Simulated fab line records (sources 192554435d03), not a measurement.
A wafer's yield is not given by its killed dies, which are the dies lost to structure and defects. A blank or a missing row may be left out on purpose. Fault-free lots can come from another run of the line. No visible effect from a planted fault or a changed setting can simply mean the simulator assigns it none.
Chamber matching -- flow n5 finfet -- 3 sister chambers for N5_BEOL_M9_PECVD_70 on pecvd-03
The step deposits SiO2 from TEOS/O2, target thk 20 nm, time 22.7 s. 6 wafers are shown with their chamber, then 10 later ones without.

## WAFERS PAIRED WITH THEIR CHAMBERS
wafer,chamber,throttle valve pct (%),showerhead plenum p Torr (Torr)
L080.4,1,22.9,8.67
L083.1,0,22.8,8.80
L083.2,2,20.9,8.75
L083.3,1,23.2,8.64
L083.4,0,22.9,8.79
L083.5,2,21.0,8.75

## WAFERS WITH NO CHAMBER GIVEN
wafer,throttle valve pct (%),showerhead plenum p Torr (Torr)
L083.6,23.0,8.67
L089.1,23.4,8.78
L089.2,21.3,8.75
L089.3,22.7,8.68
L089.4,23.2,8.80
L089.5,23.0,8.65
L089.6,21.4,8.76
L093.1,21.1,8.74
L093.4,23.3,8.79
L093.5,22.9,8.66

## WHICH CHAMBER EACH ONE RAN IN
wafer,from the rows above,in truth
L083.6,1,1
L089.1,0,0
L089.2,2,2
L089.3,1,1
L089.4,0,0
L089.5,1,1
L089.6,2,2
L093.1,2,2
L093.4,0,0
L093.5,1,1
Placed correctly: 10 of 10. Not placeable from these rows: 0. 0 placed wrongly.
How it was worked out, from the rows above alone: a wafer's distance from a chamber is the root of the sum, over the readings, of the square of ((its reading less the chamber's mean) divided by the reading's scatter). If the next closest chamber is less than 2 further off than the closest, the wafer can't be placed; otherwise it belongs to the closest. For every chamber, the mean is computed from those of its wafers that are shown. The scatter is the square root of a quotient: the sum, over the shown wafers, of each reading's squared deviation from its chamber's mean, divided by wafers minus chambers.
